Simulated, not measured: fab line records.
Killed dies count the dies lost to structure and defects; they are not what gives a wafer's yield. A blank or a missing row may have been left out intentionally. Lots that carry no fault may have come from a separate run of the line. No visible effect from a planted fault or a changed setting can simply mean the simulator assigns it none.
What tool caused it?	flow n5 finfet	12 lots, 36 wafers sampled, at 1 step of a route of 1938

WHAT EACH GAUGE READ, for each wafer
N5_HKMG_FIN_INSPECT_14: inspects for defects (macro).
lot	measured	on	raw defect count
L075	day 4 12:44	defect inspect-02	2 2 1
L077	day 4 21:42	defect inspect-02	2 2 5
L079	day 5 12:39	defect inspect-02	6 1 1
L081	day 6 04:52	defect inspect-01	2 1 2
L083	day 6 09:13	defect inspect-01	1 0 0
L085	day 6 22:31	defect inspect-02	2 1 1
L087	day 7 12:18	defect inspect-01	0 1 0
L089	day 8 00:46	defect inspect-02	1 2 1
L091	day 8 10:39	defect inspect-02	1 0 3
L093	day 9 00:47	defect inspect-01	4 2 1
L095	day 9 10:33	defect inspect-02	2 2 3
L097	day 10 02:20	defect inspect-02	6 1 2

EACH LOT AND THE TOOL THAT RAN IT (in order: tool; ch and the chambers of the sampled wafers; start)
Before these readings, the record contains no process step.

THE ANSWER, worked out from the rows above alone
Rule: what is usual is taken from the lots themselves. Put in order of their means at a reading, lots are off if they are a third of the lots or fewer, leave a main group of 4 or more, and stand apart from it by a gap of 3 or more times the standard deviation of the main group's means; of several such gaps the widest counts. A main group is skipped when, at the precision printed for the reading in the tables above, its means are all equal. A lot without any number at a reading at which 4 lots or more have one is off too. Any other lot the step has rows for is counted as sound.
No lot is off at any reading shown: from this, nothing can be told.

WHAT THE SIMULATOR HAD PUT IN
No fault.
